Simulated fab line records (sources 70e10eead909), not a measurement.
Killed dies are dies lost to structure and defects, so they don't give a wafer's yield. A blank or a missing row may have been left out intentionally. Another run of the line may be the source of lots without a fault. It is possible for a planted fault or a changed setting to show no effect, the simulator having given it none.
What tool caused it? | flow nand-harc | 12 lots, 36 wafers sampled, at 4 steps of a route of 1302

## WHAT THE GAUGES SHOWED, per wafer
Not one reading of a measure or inspect step in the record can be checked against a usual standard deviation.

## WHICH TOOL RAN EACH LOT (tool, then ch and the chambers of the sampled wafers, then the start)
lot  | NHARC_A_STAIRCASE_DEP_156       | NHARC_A_STAIRCASE_ETCH_19                     | NHARC_A_STAIRCASE_TRIM_24                     | NHARC_A_STAIRCASE_ETCH_25
L438 | pecvd-01 ch 0,2, day 15 16:26   | rie-diel-05 ch 1,3, day 15 21:13 or earlier   | rie-diel-05 ch 0,2, day 15 21:13 or earlier   | rie-diel-05 ch 1,2, day 15 21:13
L439 | pecvd-02 ch 1,2, day 15 16:28   | rie-diel-12 ch 1,2, day 15 21:05 or earlier   | rie-diel-12 ch 1,2,3, day 15 21:05 or earlier | rie-diel-12 ch 0,3, day 15 21:05
L440 | pecvd-02 ch 0,2, day 16 16:16   | rie-diel-12 ch 1,2, day 16 20:52 or earlier   | rie-diel-05 ch 1,2,3, day 16 20:52 or earlier | rie-diel-05 ch 1,2,3, day 16 20:52
L441 | pecvd-01 ch 0,1, day 17 00:20   | rie-diel-03 ch 0,1,2, day 17 04:54 or earlier | rie-diel-12 ch 0,2, day 17 04:54 or earlier   | rie-diel-12 ch 0,3, day 17 04:54
L452 | pecvd-04 ch 0,1, day 21 17:53   | rie-diel-12 ch 1,3, day 21 22:36 or earlier   | rie-diel-12 ch 2,3, day 21 22:36 or earlier   | rie-diel-12 ch 1,2,3, day 21 22:36
L451 | pecvd-02 ch 0,1, day 21 18:05   | rie-diel-03 ch 1,2, day 21 23:37 or earlier   | rie-diel-12 ch 1,2,3, day 21 23:37 or earlier | rie-diel-12 ch 2,3, day 21 23:37
L453 | pecvd-04 ch 0,2, day 22 04:53   | rie-diel-05 ch 1,2,3, day 22 10:05 or earlier | rie-diel-05 ch 0,2,3, day 22 10:05 or earlier | rie-diel-05 ch 0,1,2, day 22 10:05
L455 | pecvd-01 ch 0,2, day 22 17:10   | rie-diel-05 ch 0,2, day 22 21:55 or earlier   | rie-diel-05 ch 1,2, day 22 21:55 or earlier   | rie-diel-05 ch 0,2, day 22 21:55
L456 | pecvd-02 ch 1,2, day 23 13:59   | rie-diel-03 ch 1,2,3, day 23 19:52 or earlier | rie-diel-03 ch 1,2,3, day 23 19:52 or earlier | rie-diel-03 ch 1,2,3, day 23 19:52
L458 | pecvd-02 ch 0,1, day 24 11:03   | rie-diel-03 ch 1,3, day 24 15:36 or earlier   | rie-diel-05 ch 1,2, day 24 15:36 or earlier   | rie-diel-05 ch 0,1,3, day 24 15:36
L461 | pecvd-02 ch 0,1,2, day 24 22:46 | rie-diel-05 ch 1,2,3, day 25 04:03 or earlier | rie-diel-05 ch 0,1,3, day 25 04:03 or earlier | rie-diel-05 ch 0,1,3, day 25 04:03
L460 | pecvd-04 ch 0,1, day 24 23:07   | rie-diel-05 ch 0,1, day 25 04:14 or earlier   | rie-diel-03 ch 1,2,3, day 25 04:14 or earlier | rie-diel-03 ch 2,3, day 25 04:14
- NHARC_A_STAIRCASE_DEP_156: deposits SiNx, target thk 50 nm.
- NHARC_A_STAIRCASE_ETCH_19: etches the open film in C4F8/O2, target depth 100 nm, time 40.5 s.
- NHARC_A_STAIRCASE_TRIM_24: chemistry O2, time 211.2 s.
- NHARC_A_STAIRCASE_ETCH_25: etches the open film in C4F8/O2, target depth 100 nm, time 40.5 s.

## AS READ BY THE TOOLS THEMSELVES (means over the sampled wafers that have a number; for cases with no such wafer, the mark the record gives instead)
NHARC_A_STAIRCASE_DEP_156.
lot  | tool     | heater-power-w (W) | susceptor-temp-C (C)
L438 | pecvd-01 | 719                | 400.27
L439 | pecvd-02 | 654                | 399.90
L440 | pecvd-02 | 688                | 400.14
L441 | pecvd-01 | 653                | 400.04
L452 | pecvd-04 | 739                | 400.18
L451 | pecvd-02 | 699                | 399.90
L453 | pecvd-04 | 756                | 400.00
L455 | pecvd-01 | 702                | 400.17
L456 | pecvd-02 | 676                | 399.74
L458 | pecvd-02 | 696                | 399.74
L461 | pecvd-02 | 729                | 399.85
L460 | pecvd-04 | 687                | 400.18

NHARC_A_STAIRCASE_ETCH_19.
lot  | tool        | oes-product-au (a.u.) | rf-vpp-V (V) | run-length-s (s)
L438 | rie-diel-05 | 0.936                 | 892          | 61.8
L439 | rie-diel-12 | 0.947                 | 897          | 61.5
L440 | rie-diel-12 | 0.946                 | 897          | 61.3
L441 | rie-diel-03 | 0.946                 | 898          | 62.1
L452 | rie-diel-12 | 0.946                 | 891          | 62.0
L451 | rie-diel-03 | 0.936                 | 896          | 62.1
L453 | rie-diel-05 | 0.936                 | 894          | 61.6
L455 | rie-diel-05 | 0.948                 | 895          | 61.6
L456 | rie-diel-03 | 0.948                 | 899          | 61.7
L458 | rie-diel-03 | 0.937                 | 899          | 61.4
L461 | rie-diel-05 | 0.927                 | 893          | 61.5
L460 | rie-diel-05 | 0.925                 | 888          | 61.7

NHARC_A_STAIRCASE_TRIM_24.
lot  | tool        | drypump-motor-current-A (A) | oes-product-au (a.u.) | rf-vpp-V (V) | showerhead-plenum-p-Torr (Torr) | throttle-valve-pct (%)
L438 | rie-diel-05 | 5.6                         | 0.998                 | 57.9         | 3.51                            | 17.039
L439 | rie-diel-12 | 6.0                         | 0.994                 | 57.8         | 3.49                            | 17.039
L440 | rie-diel-05 | 5.8                         | 0.991                 | 57.7         | 3.49                            | 17.034
L441 | rie-diel-12 | 5.8                         | 1.014                 | 57.2         | 3.51                            | 17.040
L452 | rie-diel-12 | 5.8                         | 0.997                 | 57.3         | 3.46                            | 17.033
L451 | rie-diel-12 | 6.0                         | 1.000                 | 57.9         | 3.46                            | 17.042
L453 | rie-diel-05 | 5.6                         | 0.994                 | 58.1         | 3.53                            | 17.038
L455 | rie-diel-05 | 5.6                         | 0.985                 | 57.2         | 3.43                            | 17.028
L456 | rie-diel-03 | 5.5                         | 1.004                 | 57.6         | 3.62                            | 17.038
L458 | rie-diel-05 | 5.9                         | 0.996                 | 58.0         | 3.36                            | 17.039
L461 | rie-diel-05 | 5.8                         | 0.999                 | 57.3         | 3.45                            | 17.042
L460 | rie-diel-03 | 5.5                         | 1.007                 | 57.5         | 3.61                            | 17.042

NHARC_A_STAIRCASE_ETCH_25.
lot  | tool        | oes-product-au (a.u.) | rf-vpp-V (V) | run-length-s (s)
L438 | rie-diel-05 | 0.933                 | 893          | 62.0
L439 | rie-diel-12 | 0.944                 | 890          | 61.7
L440 | rie-diel-05 | 0.932                 | 895          | 61.6
L441 | rie-diel-12 | 0.960                 | 891          | 61.8
L452 | rie-diel-12 | 0.944                 | 893          | 60.8
L451 | rie-diel-12 | 0.938                 | 891          | 60.8
L453 | rie-diel-05 | 0.925                 | 894          | 61.6
L455 | rie-diel-05 | 0.954                 | 895          | 61.7
L456 | rie-diel-03 | 0.954                 | 898          | 61.6
L458 | rie-diel-05 | 0.948                 | 893          | 61.7
L461 | rie-diel-05 | 0.946                 | 893          | 61.5
L460 | rie-diel-03 | 0.963                 | 898          | 61.8

## THE ANSWER, worked out from the rows above alone
Rule: what is usual is taken from the lots themselves. Put in order of their means at a reading, lots are off if they are a third of the lots or fewer, leave a main group of 4 or more, and stand apart from it by a gap of 3 or more times the standard deviation of the main group's means; of several such gaps the widest counts. If all means in a main group match to the digits the tables above print for the reading, that group is not used. A lot without any number at a reading at which 4 lots or more have one is off too. The other lots that the step has rows for count as sound. After the gauges, taken in route order, come the tools' own readings; for these a lot's mean is taken, as printed above. At the first step where some lot is off, the reading lying furthest off is the one used; lots without a number count as furthest.
Off, at NHARC_A_STAIRCASE_ETCH_25 on run-length-s: L452, L451. For the main group the mean is 61.7 s and the standard deviation 0.13.
A tool fits if, at that step or a process step before it, it ran every lot that is off, and no sound lot after the first of them. NHARC_A_STAIRCASE_ETCH_19 gives no start for some lots, so the hours and the order of its lots are those of NHARC_A_STAIRCASE_ETCH_25. NHARC_A_STAIRCASE_TRIM_24 gives no start for some lots, so the hours and the order of its lots are those of NHARC_A_STAIRCASE_ETCH_25. One candidate fits, namely rie-diel-12 at NHARC_A_STAIRCASE_TRIM_24 and NHARC_A_STAIRCASE_ETCH_25. At NHARC_A_STAIRCASE_TRIM_24 its last sound lot is L441 (day 17 04:54), its first lot that is off L452 (day 21 22:36): a fault that began between those two fits.

## WHAT THE SIMULATOR HAD PUT IN
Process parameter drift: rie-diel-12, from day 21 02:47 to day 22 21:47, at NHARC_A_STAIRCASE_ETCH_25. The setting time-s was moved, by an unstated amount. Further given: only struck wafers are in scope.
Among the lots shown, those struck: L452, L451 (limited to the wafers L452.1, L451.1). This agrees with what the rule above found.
